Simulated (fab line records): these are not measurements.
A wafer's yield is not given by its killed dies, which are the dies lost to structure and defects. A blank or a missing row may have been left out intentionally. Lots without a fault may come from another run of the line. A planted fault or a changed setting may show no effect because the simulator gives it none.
Chamber matching	flow n5_finfet	N5_BEOL_M9_ETCH_66 on rie_diel-02: 4 sister chambers
The step etches SOC in N2/H2, target depth 80 nm, overetch 16 nm, time 120 s. 4 wafers are shown with their chamber, then 10 later ones without.

## WAFERS, EACH WITH ITS CHAMBER
wafer	chamber	drypump_motor_current_A (A)
L087.2	3	6.2
L087.4	0	6.8
L090.1	2	6.7
L090.2	1	5.5

## WAFERS WHOSE CHAMBER IS MISSING
wafer	drypump_motor_current_A (A)
L090.4	6.8
L094.2	6.2
L094.5	6.7
L094.6	6.2
L096.1	6.2
L096.2	6.8
L096.6	6.6
L097.1	5.5
L097.3	6.2
L097.5	6.7

## CHAMBER TAKEN BY EACH
wafer	from the rows above	in truth
L090.4	0	0
L094.2	3	3
L094.5	2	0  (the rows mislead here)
L094.6	3	3
L096.1	3	3
L096.2	0	0
L096.6	2	2
L097.1	1	1
L097.3	3	3
L097.5	2	2
9 of 10 placed correctly. Left unplaced by these rows: 0. Placed wrongly: 1.
How it was worked out, from the rows above alone: a wafer's distance from a chamber is the root of the sum, over the readings, of the square of ((its reading less the chamber's mean) divided by the reading's scatter). The wafer belongs to the nearest chamber; if the next one is less than 2 further off, it can't be placed. For every chamber, the mean is computed from those of its wafers that are shown. The scatter: with one shown wafer a chamber, the root of the mean of the squares of how far each hidden wafer lies from its nearest shown one.
